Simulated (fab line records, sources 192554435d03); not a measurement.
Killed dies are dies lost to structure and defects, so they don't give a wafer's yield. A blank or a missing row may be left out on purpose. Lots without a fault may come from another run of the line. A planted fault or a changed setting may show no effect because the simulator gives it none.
fab line records | flow n5_finfet
record lots=7 wafers=21
route steps=1938 shown BEOL_M13@1685 BEOL_M14@1743 BEOL_M15@1801
start_h: hours from the record's first day to the start of the lot's first wafer shown | wait_h: hours since the lot's step before | " the same as in the row above | L1.1+2: a row that stands for several wafers | - no value, or no start given | * or withheld: withheld | < > ~ a bound
route shown NAME@n: a module of which the file shows steps, and the number in the route of the first | usual: mean/standard deviation of fault-free wafers | same: alike in all rows | chamber/n: place in a boat | sites: the reading at each site | _std_site: their standard deviation | _edge_site: outer sites' mean less inner sites' | radius_mm: how far each site lies from the wafer's centre | mask NAME#n: copy n | behind: the tool/chamber that last shaped the wafer | hold: why the lot was held/for how many hours/how that ended | device: the transistor (n, p or np) that didn't switch | end of line: the same wafers' tests at the end of the route | a step without rows: its recipe alone | killed: dies lost to structure and defects at the first sort, not the wafer's yield | map: a wafer's dies, x killed, . not, _ none there
set.NAME: the setting as run; set.NAME@STEP: as run at that earlier step | model.NAME: the simulator's own value behind a step, which no gauge read
lots whose settings were changed on purpose; a table a step, a row a wafer
## steps
# step N5_BEOL_M13_EXPOSE_25
# recipe mask_id=M13 na=0.93 source_shape=conventional sigma_outer=0.4 polarization=unpolarized target_cd_nm=210 dose_mj=22
# columns lot.wafer tool chamber start_h wait_h mask set.dose_mj
L081.1+3 krf_scanner-02 0 270.99 - M13#0 22
L081.2 " 0 " " M13#0 22.65
L083.2+3+6 krf_scanner-02 0 271.81 - M13#0 22
L082.2+4+6 krf_scanner-02 0 279.34 - M13#0 22
L085.1 krf_scanner-02 0 303.30 - M13#0 20.73
L085.2+5 " 0 " " M13#0 22
L087.3+4+5 krf_scanner-02 0 311.64 - M13#0 22
L091.1+2+6 krf_scanner-02 0 348.24 - M13#0 21.42
L093.3 krf_scanner-02 0 352.22 - M13#0 22
L093.4+5 " 0 " " M13#0 22.98
# step N5_BEOL_M13_PEB_26
# recipe peb_temp_c=130 peb_time_s=90
# step N5_BEOL_M13_DEVELOP_27
# recipe develop_time_s=45 rinse_liquid=diw dry=air_spin dev_temp_c=21
# step N5_BEOL_M13_HARDBAKE_32
# recipe temp_c=130 time_s=120
# step N5_BEOL_M13_CD_MEAS_28
# recipe target_cd_nm=209.5 landing_energy_ev=500 detector=se_inlens
# usual cd_nm=209.4/1.2
# columns lot.wafer tool chamber start_h wait_h set.dose_mj@BEOL_M13_EXPOSE_25 cd_nm
L081.1 cd_sem-01 0 271.16 - 22 207.2
L081.2 " 0 " " 22.65 212.8
L081.3 " 0 " " 22 208.7
L083.2 cd_sem-02 0 271.97 - 22 209.4
L083.3 " 0 " " 22 210.0
L083.6 " 0 " " 22 207.4
L082.2 cd_sem-02 0 279.51 - 22 209.3
L082.4 " 0 " " 22 209.4
L082.6 " 0 " " 22 209.8
L085.1 cd_sem-03 0 303.48 - 20.73 203.4
L085.2 " 0 " " 22 209.6
L085.5 " 0 " " 22 208.3
L087.3 cd_sem-02 0 311.80 - 22 208.5
L087.4 " 0 " " 22 207.7
L087.5 " 0 " " 22 209.8
L091.1 cd_sem-02 0 348.41 - 21.42 205.8
L091.2 " 0 " " 21.42 206.8
L091.6 " 0 " " 21.42 205.6
L093.3 cd_sem-02 0 352.38 - 22 207.7
L093.4 " 0 " " 22.98 212.5
L093.5 " 0 " " 22.98 212.2
# step N5_BEOL_M13_DESCUM_33
# recipe chemistry=O2 time_s=7.9 source_power_w=50 bias_power_w=20 pressure_mtorr=20 rf_frequency_hz=2.712e+07 temp_c=40 o2_flow_sccm=225
# columns lot.wafer tool chamber start_h wait_h set.dose_mj@BEOL_M13_EXPOSE_25 model.BEOL_M13.cd_nm
L081.1 rie_diel-04 3 271.25 0.0 22 207
L081.2 " 2 " " 22.65 212.4
L081.3 " 0 " " 22 208.6
L083.2 rie_diel-05 1 272.06 0.0 22 209.2
L083.3 " 0 " " 22 210
L083.6 " 0 " " 22 207.2
L082.2+4+6 rie_diel-03 2,1,1 279.59 0.0 22 209.4
L085.1 rie_diel-04 2 303.56 0.0 20.73 203.4
L085.2 " 0 " " 22 210
L085.5 " 3 " " 22 208.4
L087.3 rie_diel-04 2 311.89 0.0 22 208.6
L087.4 " 3 " " 22 208
L087.5 " 2 " " 22 210
L091.1 rie_diel-05 1 348.50 0.0 21.42 205.6
L091.2 " 2 " " 21.42 207
L091.6 " 2 " " 21.42 206
L093.3 rie_diel-05 1 352.47 0.0 22 207.8
L093.4 " 3 " " 22.98 212.8
L093.5 " 2 " " 22.98 212.4
# step N5_BEOL_M13_ETCH_67
# recipe chemistry=CF4 target=SiARC target_depth_a=1430 time_s=238.3 ion_energy_ev=80 pressure_mtorr=40 source_w=545 bias_w=36 Ar_flow_sccm=100 cf4_flow_sccm=100 ends=cleared
# columns lot.wafer tool chamber start_h wait_h set.dose_mj@BEOL_M13_EXPOSE_25 model.BEOL_M13.cd_nm
L081.1 rie_diel-04 3 271.29 0.0 22 207.6
L081.2 " 2 " " 22.65 213.2
L081.3 " 0 " " 22 208.8
L083.2 rie_diel-05 1 272.10 0.0 22 209.6
L083.3 " 0 " " 22 210.6
L083.6 " 0 " " 22 207.6
L082.2 rie_diel-03 2 279.63 0.0 22 209.4
L082.4+6 " 1 " " 22 210.6
L085.1 rie_diel-04 2 303.60 0.0 20.73 203.6
L085.2 " 0 " " 22 210.2
L085.5 " 3 " " 22 209.2
L087.3 rie_diel-04 2 311.92 0.0 22 209.2
L087.4 " 3 " " 22 208.4
L087.5 " 2 " " 22 210.6
L091.1 rie_diel-05 1 348.54 0.0 21.42 205.6
L091.2 " 2 " " 21.42 207.4
L091.6 " 2 " " 21.42 206.4
L093.3 rie_diel-05 1 352.50 0.0 22 208
L093.4+5 " 3,2 " " 22.98 213.4
# step N5_BEOL_M13_ETCH_68
# recipe chemistry=N2/H2 target=SOC mask_material=SiARC source_w=3000 bias_w=350 temp_c=40 time_s=355 ion_energy_ev=200 pressure_mtorr=30 n2_flow_sccm=200 h2_flow_sccm=200
# columns lot.wafer tool chamber start_h wait_h set.dose_mj@BEOL_M13_EXPOSE_25 model.BEOL_M13.cd_nm
L081.1 rie_diel-04 3 271.43 0.1 22 208.6
L081.2 " 2 " " 22.65 212
L081.3 " 0 " " 22 206.6
L083.2 rie_diel-05 1 272.24 0.1 22 209
L083.3 " 0 " " 22 211
L083.6 " 0 " " 22 207.8
L082.2 rie_diel-03 2 279.77 0.1 22 210.4
L082.4 " 1 " " 22 210.2
L082.6 " 1 " " 22 211.2
L085.1 rie_diel-04 2 303.75 0.1 20.73 201.8
L085.2 " 0 " " 22 209.2
L085.5 " 3 " " 22 210.6
L087.3 rie_diel-04 2 312.07 0.1 22 208
L087.4 " 3 " " 22 209.2
L087.5 " 2 " " 22 209.6
L091.1 rie_diel-05 1 348.68 0.1 21.42 204.6
L091.2 " 2 " " 21.42 207.4
L091.6 " 2 " " 21.42 206.2
L093.3 rie_diel-05 1 352.65 0.1 22 208.2
L093.4 " 3 " " 22.98 212.4
L093.5 " 2 " " 22.98 213.8
# step N5_BEOL_M14_PEB_26
# recipe peb_temp_c=130 peb_time_s=90
# columns lot.wafer tool chamber start_h wait_h set.peb_temp_c
L081.1+3 litho_track-02 0 275.71 0.1 130
L081.2 " 0 " " 128
L083.2+6 litho_track-04 0 278.14 0.0 130
L083.3 " 0 " " 128.3
L082.2+4+6 litho_track-02 0 284.92 0.0 130
L085.1 litho_track-02 0 311.97 0.1 131.7
L085.2+5 " 0 " " 130
L087.3+4 litho_track-02 0 316.10 0.0 131.4
L087.5 " 0 " " 130
L091.1+2 litho_track-05 0 353.95 0.1 130
L091.6 " 0 " " 126.3
L093.3+4+5 litho_track-05 0 356.27 0.0 130
# step N5_BEOL_M14_DEVELOP_27
# recipe develop_time_s=45 rinse_liquid=diw dry=air_spin dev_temp_c=21
# step N5_BEOL_M14_HARDBAKE_32
# recipe temp_c=130 time_s=120
# step N5_BEOL_M14_CD_MEAS_28
# recipe target_cd_nm=284.4 landing_energy_ev=500 detector=se_inlens
# usual cd_nm=285.6/1.8
# columns lot.wafer tool chamber start_h wait_h set.peb_temp_c@BEOL_M14_PEB_26 cd_nm
L081.1 cd_sem-02 0 275.82 - 130 281.1
L081.2 " 0 " " 128 275.2
L081.3 " 0 " " 130 282.6
L083.2 cd_sem-02 0 278.25 - 130 288.3
L083.3 " 0 " " 128.3 279.3
L083.6 " 0 " " 130 284.8
L082.2 cd_sem-01 0 285.04 - 130 285.1
L082.4 " 0 " " 130 285.5
L082.6 " 0 " " 130 286.5
L085.1 cd_sem-02 0 312.08 - 131.7 296.0
L085.2 " 0 " " 130 286.0
L085.5 " 0 " " 130 284.9
L087.3 cd_sem-02 0 316.22 - 131.4 292.5
L087.4 " 0 " " 131.4 291.6
L087.5 " 0 " " 130 288.1
L091.1 cd_sem-02 0 354.07 - 130 283.2
L091.2 " 0 " " 130 285.6
L091.6 " 0 " " 126.3 263.5
L093.3 cd_sem-01 0 356.38 - 130 285.5
L093.4 " 0 " " 130 285.3
L093.5 " 0 " " 130 285.7
# step N5_BEOL_M14_DESCUM_33
# recipe chemistry=O2 time_s=7.9 source_power_w=50 bias_power_w=20 pressure_mtorr=20 rf_frequency_hz=2.712e+07 temp_c=40 o2_flow_sccm=225
# columns lot.wafer tool chamber start_h wait_h set.time_s set.peb_temp_c@BEOL_M14_PEB_26 model.BEOL_M14.cd_nm
L081.1 rie_diel-06 1 275.98 0.1 7.9 130 281.2
L081.2 " 3 " " 7.106 128 275
L081.3 " 0 " " 7.106 130 282.4
L083.2 rie_diel-01 2 278.34 0.0 7.9 130 288.2
L083.3 " 1 " " 7.9 128.3 279.4
L083.6 " 3 " " 6.687 130 284.8
L082.2 rie_diel-01 3 285.36 0.3 7.9 130 285.2
L082.4 " 2 " " 7.9 130 285.4
L082.6 " 3 " " 7.9 130 286.6
L085.1 rie_diel-02 0 312.24 0.1 7.9 131.7 296.4
L085.2 " 1 " " 9.374 130 286.2
L085.5 " 2 " " 7.9 130 284
L087.3 rie_diel-02 0 316.30 0.0 7.9 131.4 292.6
L087.4 " 2 " " 8.895 131.4 291.2
L087.5 " 3 " " 7.9 130 288.6
L091.1 rie_diel-01 3 354.24 0.1 7.9 130 283.2
L091.2 " 0 " " 8.439 130 286
L091.6 " 3 " " 8.439 126.3 263.4
L093.3+4 rie_diel-06 3,2 356.47 0.0 7.9 130 285.6
L093.5 " 0 " " 6.689 130 285.8
# step N5_BEOL_M14_ETCH_67
# recipe chemistry=CF4 target=SiARC target_depth_a=1430 time_s=238.3 ion_energy_ev=80 pressure_mtorr=40 source_w=545 bias_w=36 Ar_flow_sccm=100 cf4_flow_sccm=100 ends=cleared
# columns lot.wafer tool chamber start_h wait_h set.peb_temp_c@BEOL_M14_PEB_26 model.BEOL_M14.cd_nm
L081.1+3 rie_diel-06 1,0 276.02 0.0 130 277.8
L081.2 " 3 " " 128 270.6
L083.2 rie_diel-01 2 278.38 0.0 130 283.4
L083.3 " 1 " " 128.3 273.4
L083.6 " 3 " " 130 280.4
L082.2 rie_diel-01 3 285.40 0.0 130 280.4
L082.4 " 2 " " 130 280.2
L082.6 " 3 " " 130 281.6
L085.1 rie_diel-02 0 312.27 0.0 131.7 292.6
L085.2 " 1 " " 130 283
L085.5 " 2 " " 130 279.8
L087.3 rie_diel-02 0 316.34 0.0 131.4 288.6
L087.4 " 2 " " 131.4 286.4
L087.5 " 3 " " 130 283.8
L091.1 rie_diel-01 3 354.27 0.0 130 278.8
L091.2 " 0 " " 130 280.8
L091.6 " 3 " " 126.3 259.2
L093.3 rie_diel-06 3 356.50 0.0 130 281.8
L093.4 " 2 " " 130 282.4
L093.5 " 0 " " 130 281.6
# step N5_BEOL_M14_ETCH_68
# recipe chemistry=N2/H2 target=SOC mask_material=SiARC source_w=3000 bias_w=350 temp_c=40 time_s=450 ion_energy_ev=200 pressure_mtorr=30 n2_flow_sccm=200 h2_flow_sccm=200
# columns lot.wafer tool chamber start_h wait_h set.peb_temp_c@BEOL_M14_PEB_26 model.BEOL_M14.cd_nm
L081.1 rie_diel-06 1 276.16 0.1 130 278.4
L081.2 " 3 " " 128 270.4
L081.3 " 0 " " 130 278
L083.2 rie_diel-01 2 278.52 0.1 130 283.6
L083.3 " 1 " " 128.3 275.4
L083.6 " 3 " " 130 281
L082.2 rie_diel-01 3 285.55 0.1 130 279.2
L082.4 " 2 " " 130 278.8
L082.6 " 3 " " 130 280.2
L085.1 rie_diel-02 0 312.42 0.1 131.7 293.4
L085.2 " 1 " " 130 287
L085.5 " 2 " " 130 278.4
L087.3 rie_diel-02 0 316.49 0.1 131.4 289.6
L087.4 " 2 " " 131.4 284.6
L087.5 " 3 " " 130 284.4
L091.1 rie_diel-01 3 354.42 0.1 130 279.4
L091.2 " 0 " " 130 279.6
L091.6 " 3 " " 126.3 259.4
L093.3 rie_diel-06 3 356.65 0.1 130 284.4
L093.4 " 2 " " 130 282.2
L093.5 " 0 " " 130 280.4
# step N5_BEOL_M14_STRIP_69
# recipe chemistry=N2/H2 temp_c=40 n2_flow_sccm=200 h2_flow_sccm=200 rf_frequency_hz=6e+07
# step N5_BEOL_M14_TRENCH_ETCH_34
# recipe chemistry=C4F8/O2/Ar target=SiO2 target_depth_a=5566.5 mask_material=SOC he_inner_torr=15 he_outer_torr=30 time_s=126.9 ion_energy_ev=800 pressure_mtorr=20 source_w=1905 bias_w=2040 Ar_flow_sccm=400 C4F8_flow_sccm=16 O2_flow_sccm=12
# columns lot.wafer tool chamber start_h wait_h set.peb_temp_c@BEOL_M14_PEB_26 model.BEOL_M14.cd_nm
L081.1+3 rie_diel-06 1,0 276.44 0.0 130 278.4
L081.2 " 3 " " 128 271.2
L083.2 rie_diel-01 2 278.80 0.0 130 283.8
L083.3 " 1 " " 128.3 275.8
L083.6 " 3 " " 130 280.2
L082.2 rie_diel-01 3 285.82 0.0 130 278.6
L082.4 " 2 " " 130 279.2
L082.6 " 3 " " 130 279.6
L085.1 rie_diel-02 0 312.70 0.0 131.7 293.2
L085.2 " 1 " " 130 287.6
L085.5 " 2 " " 130 278.2
L087.3 rie_diel-02 0 316.76 0.0 131.4 289.4
L087.4 " 2 " " 131.4 284.6
L087.5 " 3 " " 130 284.2
L091.1 rie_diel-01 3 354.69 0.0 130 278.8
L091.2 " 0 " " 130 279.4
L091.6 " 3 " " 126.3 258.6
L093.3 rie_diel-06 3 356.92 0.0 130 285
L093.4 " 2 " " 130 282.2
L093.5 " 0 " " 130 280.8
# step N5_BEOL_M15_PEB_26
# recipe peb_temp_c=130 peb_time_s=90
# columns lot.wafer tool chamber start_h wait_h set.peb_temp_c
L081.1+3 litho_track-03 0 281.72 0.1 129
L081.2 " 0 " " 130
L083.2+3 litho_track-04 0 284.64 0.0 127.2
L083.6 " 0 " " 130
L082.2+4+6 litho_track-03 0 290.66 0.0 130
L085.1 litho_track-04 0 317.02 0.1 130
L085.2+5 " 0 " " 128.1
L087.3 litho_track-01 0 321.54 0.0 133.1
L087.4+5 " 0 " " 130
L091.1+6 litho_track-04 0 359.78 0.1 128.6
L091.2 " 0 " " 130
L093.3+4+5 litho_track-04 0 362.74 0.0 130
# step N5_BEOL_M15_DEVELOP_27
# recipe develop_time_s=45 rinse_liquid=diw dry=air_spin dev_temp_c=21
# step N5_BEOL_M15_HARDBAKE_32
# recipe temp_c=130 time_s=120
# step N5_BEOL_M15_CD_MEAS_28
# recipe target_cd_nm=407.6 landing_energy_ev=500 detector=se_inlens
# usual cd_nm=406.3/1.5
# columns lot.wafer tool chamber start_h wait_h set.peb_temp_c@BEOL_M15_PEB_26 cd_nm
L081.1 cd_sem-01 0 281.84 - 129 401.9
L081.2 " 0 " " 130 406.4
L081.3 " 0 " " 129 404.1
L083.2 cd_sem-02 0 284.76 - 127.2 391.0
L083.3 " 0 " " 127.2 390.1
L083.6 " 0 " " 130 404.9
L082.2 cd_sem-02 0 290.77 - 130 406.6
L082.4 " 0 " " 130 405.6
L082.6 " 0 " " 130 405.7
L085.1 cd_sem-02 0 317.13 - 130 406.1
L085.2 " 0 " " 128.1 398.0
L085.5 " 0 " " 128.1 397.1
L087.3 cd_sem-01 0 321.65 - 133.1 418.6
L087.4 " 0 " " 130 404.1
L087.5 " 0 " " 130 403.9
L091.1 cd_sem-03 0 359.90 - 128.6 399.0
L091.2 " 0 " " 130 406.6
L091.6 " 0 " " 128.6 399.8
L093.3 cd_sem-03 0 362.86 - 130 407.5
L093.4 " 0 " " 130 407.0
L093.5 " 0 " " 130 405.5
# step N5_BEOL_M15_DESCUM_33
# recipe chemistry=O2 time_s=7.9 source_power_w=50 bias_power_w=20 pressure_mtorr=20 rf_frequency_hz=2.712e+07 temp_c=40 o2_flow_sccm=225
# columns lot.wafer tool chamber start_h wait_h set.peb_temp_c@BEOL_M15_PEB_26 model.BEOL_M15.cd_nm
L081.1 rie_diel-04 2 282.45 0.6 129 402.4
L081.2 " 0 " " 130 406.6
L081.3 " 3 " " 129 404
L083.2 rie_diel-05 2 284.85 0.0 127.2 391
L083.3 " 3 " " 127.2 389.8
L083.6 " 1 " " 130 404.8
L082.2 rie_diel-04 2 290.86 0.0 130 406.6
L082.4 " 2 " " 130 406
L082.6 " 3 " " 130 -
L085.1 rie_diel-04 3 317.22 0.0 130 406.2
L085.2 " 2 " " 128.1 398.2
L085.5 " 3 " " 128.1 397
L087.3 rie_diel-04 0 321.83 0.1 133.1 418.4
L087.4 " 3 " " 130 404.2
L087.5 " 1 " " 130 403.8
L091.1 rie_diel-03 3 359.99 0.0 128.6 399
L091.2 " 0 " " 130 406.8
L091.6 " 1 " " 128.6 400.2
L093.3 rie_diel-04 2 362.95 0.0 130 408
L093.4 " 3 " " 130 406.8
L093.5 " 1 " " 130 405
# step N5_BEOL_M15_ETCH_61
# recipe chemistry=N2/H2 target=BARC target_depth_a=890 overetch_a=267 time_s=67.9 ion_energy_ev=200 pressure_mtorr=30 source_w=840 bias_w=150 n2_flow_sccm=200 h2_flow_sccm=200
# columns lot.wafer tool chamber start_h wait_h set.time_s model.coat_of_BEOL_M15_COAT_22.thk_nm
L081.1 rie_diel-04 2 282.48 0.0 67.9 717
L081.2 " 0 " " 67.9 715.6
L081.3 " 3 " " 67.9 714.4
L083.2 rie_diel-05 2 284.88 0.0 67.9 717.4
L083.3 " 3 " " 67.9 718.6
L083.6 " 1 " " 67.9 716.8
L082.2 rie_diel-04 2 290.90 0.0 67.9 715.8
L082.4 " 2 " " 67.9 717.4
L082.6 " 3 " " 67.9 719
L085.1 rie_diel-04 3 317.26 0.0 74.68 713.2
L085.2 " 2 " " 74.68 718.4
L085.5 " 3 " " 67.9 719.2
L087.3 rie_diel-04 0 321.87 0.0 79.07 706.4
L087.4 " 3 " " 79.07 707.4
L087.5 " 1 " " 67.9 716.2
L091.1 rie_diel-03 3 360.02 0.0 67.9 713.2
L091.2 " 0 " " 53.87 728.4
L091.6 " 1 " " 53.87 728.6
L093.3 rie_diel-04 2 362.98 0.0 67.9 722.4
L093.4 " 3 " " 67.9 719.2
L093.5 " 1 " " 72.46 717.4
# step N5_BEOL_M15_TRENCH_ETCH_34
# recipe chemistry=C4F8/O2/Ar target=SiO2 target_depth_a=8729.3 he_inner_torr=15 he_outer_torr=30 time_s=199 ion_energy_ev=800 pressure_mtorr=20 source_w=1905 bias_w=2040 Ar_flow_sccm=400 C4F8_flow_sccm=16 O2_flow_sccm=12
# columns lot.wafer tool chamber start_h wait_h set.peb_temp_c@BEOL_M15_PEB_26 model.BEOL_M15.cd_nm
L081.1 rie_diel-04 2 282.53 0.0 129 395
L081.2 " 0 " " 130 398.4
L081.3 " 3 " " 129 397.6
L083.2 rie_diel-05 2 284.93 0.0 127.2 384.6
L083.3 " 3 " " 127.2 382.2
L083.6 " 1 " " 130 397
L082.2 rie_diel-04 2 290.95 0.0 130 399.8
L082.4 " 2 " " 130 399.2
L082.6 " 3 " " 130 397.6
L085.1 rie_diel-04 3 317.31 0.0 130 401.4
L085.2 " 2 " " 128.1 392.6
L085.5 " 3 " " 128.1 390.6
L087.3 rie_diel-04 0 321.92 0.0 133.1 412.4
L087.4 " 3 " " 130 398.8
L087.5 " 1 " " 130 397.6
L091.1 rie_diel-03 3 360.07 0.0 128.6 391.2
L091.2 " 0 " " 130 394.8
L091.6 " 1 " " 128.6 389
L093.3 rie_diel-04 2 363.03 0.0 130 400.8
L093.4 " 3 " " 130 399
L093.5 " 1 " " 130 398
# step N5_BEOL_M15_CMP_49
# recipe stop_on=SiO2 t_overpolish_s=4.9 down_force_psi=2 platen_rpm=80 clearing_platen_down_force_psi=2 clearing_platen_rpm=80 post_cmp_clean=cu_alkaline target_thk_nm=850 clearing_platen_pad_velocity_m_s=1.5917 pad_velocity_m_s=1.5917
# usual barrier_field_endpoint_s=11.43/0.27
# columns lot.wafer tool chamber start_h wait_h set.down_force_psi barrier_field_endpoint_s
L081.1 cmp-02 2 286.01 0.3 2 11.56
L081.2 " 3 " " 1.847 12.33
L081.3 " 0 " " 1.847 12.11
L083.2 cmp-02 3 286.89 0.2 2 11.48
L083.3 " 1 " " 2 11.19
L083.6 " 3 " " 2 11.40
L082.2 cmp-04 2 295.63 0.3 2 11.19
L082.4 " 3 " " 2 11.32
L082.6 " 1 " " 2 11.46
L085.1 cmp-04 0 321.24 0.3 2 11.42
L085.2 " 2 " " 2 11.39
L085.5 " 3 " " 2 11.27
L087.4 cmp-03 0 328.29 0.2 2 11.70
L087.3 " 1 " " 2 11.19
L087.5 " 2 " " 2 11.23
L091.2 cmp-02 2 363.50 0.2 1.664 13.90
L091.1 " 1 " " 2 11.59
L091.6 " 2 " " 1.664 14.36
L093.3 cmp-02 0 367.38 0.2 2 11.11
L093.4 " 1 " " 2 11.08
L093.5 " 2 " " 1.582 14.78
## key
split step=N5_BEOL_M13_EXPOSE_25 setting=dose_mj stated=22 by=wafer
response step=N5_BEOL_M13_CD_MEAS_28 reading=cd_nm change=+1.08 per=1% r=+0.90
response step=N5_BEOL_M13_DESCUM_33 reading=model.BEOL_M13.cd_nm change=+1.11 per=1% r=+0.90
response step=N5_BEOL_M13_ETCH_67 reading=model.BEOL_M13.cd_nm change=+1.2 per=1% r=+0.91
response step=N5_BEOL_M13_ETCH_68 reading=model.BEOL_M13.cd_nm change=+1.32 per=1% r=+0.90
split step=N5_BEOL_M14_PEB_26 setting=peb_temp_c stated=130 by=wafer
response step=N5_BEOL_M14_CD_MEAS_28 reading=cd_nm change=+6.46 per=1% r=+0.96
response step=N5_BEOL_M14_DESCUM_33 reading=model.BEOL_M14.cd_nm change=+6.54 per=1% r=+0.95
response step=N5_BEOL_M14_ETCH_67 reading=model.BEOL_M14.cd_nm change=+6.61 per=1% r=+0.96
response step=N5_BEOL_M14_ETCH_68 reading=model.BEOL_M14.cd_nm change=+6.32 per=1% r=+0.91
response step=N5_BEOL_M14_TRENCH_ETCH_34 reading=model.BEOL_M14.cd_nm change=+6.25 per=1% r=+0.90
split step=N5_BEOL_M14_DESCUM_33 setting=time_s stated=7.9 by=wafer
response none clear
split step=N5_BEOL_M15_PEB_26 setting=peb_temp_c stated=130 by=wafer
response step=N5_BEOL_M15_CD_MEAS_28 reading=cd_nm change=+6.23 per=1% r=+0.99
response step=N5_BEOL_M15_DESCUM_33 reading=model.BEOL_M15.cd_nm change=+6.21 per=1% r=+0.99
response step=N5_BEOL_M15_TRENCH_ETCH_34 reading=model.BEOL_M15.cd_nm change=+5.92 per=1% r=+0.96
split step=N5_BEOL_M15_ETCH_61 setting=time_s stated=67.9 by=wafer
response step=N5_BEOL_M15_ETCH_61 reading=model.coat_of_BEOL_M15_COAT_22.thk_nm change=-0.624 per=1% r=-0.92
split step=N5_BEOL_M15_CMP_49 setting=down_force_psi stated=2 by=wafer
response step=N5_BEOL_M15_CMP_49 reading=barrier_field_endpoint_s change=-0.16 per=1% r=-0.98
